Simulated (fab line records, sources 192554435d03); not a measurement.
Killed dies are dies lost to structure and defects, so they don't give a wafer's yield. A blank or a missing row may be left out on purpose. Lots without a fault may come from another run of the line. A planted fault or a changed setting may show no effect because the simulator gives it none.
Chamber matching | flow n5_finfet | N5_BEOL_M11_STRIP_19 on rie_diel-06: 4 sister chambers
The step strips in O2. 8 wafers are shown with their chamber, then 7 later ones without.

WAFERS WITH THEIR CHAMBER
wafer  | chamber | drypump_motor_current_A (A) | showerhead_plenum_p_Torr (Torr)
L077.6 | 3       | 5.8                         | 2.14
L082.1 | 0       | 5.7                         | 2.16
L082.3 | 3       | 5.8                         | 2.13
L090.1 | 1       | 5.9                         | 2.07
L090.2 | 2       | 5.2                         | 2.10
L090.6 | 0       | 5.8                         | 2.15
L094.1 | 2       | 5.2                         | 2.10
L094.5 | 1       | 5.9                         | 2.06

WAFERS WITHOUT THEIR CHAMBER
wafer  | drypump_motor_current_A (A) | showerhead_plenum_p_Torr (Torr)
L094.6 | 5.2                         | 2.10
L095.2 | 5.8                         | 2.12
L095.5 | 5.7                         | 2.15
L095.6 | 5.8                         | 2.12
L096.1 | 5.7                         | 2.15
L096.2 | 5.2                         | 2.10
L096.3 | 5.8                         | 2.12

WHICH CHAMBER EACH WENT THROUGH
wafer  | from the rows above | in truth
L094.6 | 2                   | 2
L095.2 | 3                   | 3
L095.5 | 0                   | 0
L095.6 | 3                   | 3
L096.1 | 0                   | 0
L096.2 | 2                   | 2
L096.3 | 3                   | 3
Placed correctly: 7 of 7. Can't be placed from these rows: 0. Placed wrongly: 0.
How it was worked out, from the rows above alone: a wafer's distance from a chamber is the root of the sum, over the readings, of the square of ((its reading less the chamber's mean) divided by the reading's scatter). The wafer belongs to the nearest chamber; if the next one is less than 2 further off, it can't be placed. A chamber's mean is the mean of its shown wafers. The scatter: the root of (the sum of the squares of (reading less its chamber's mean) over the shown wafers, divided by (wafers less chambers)).
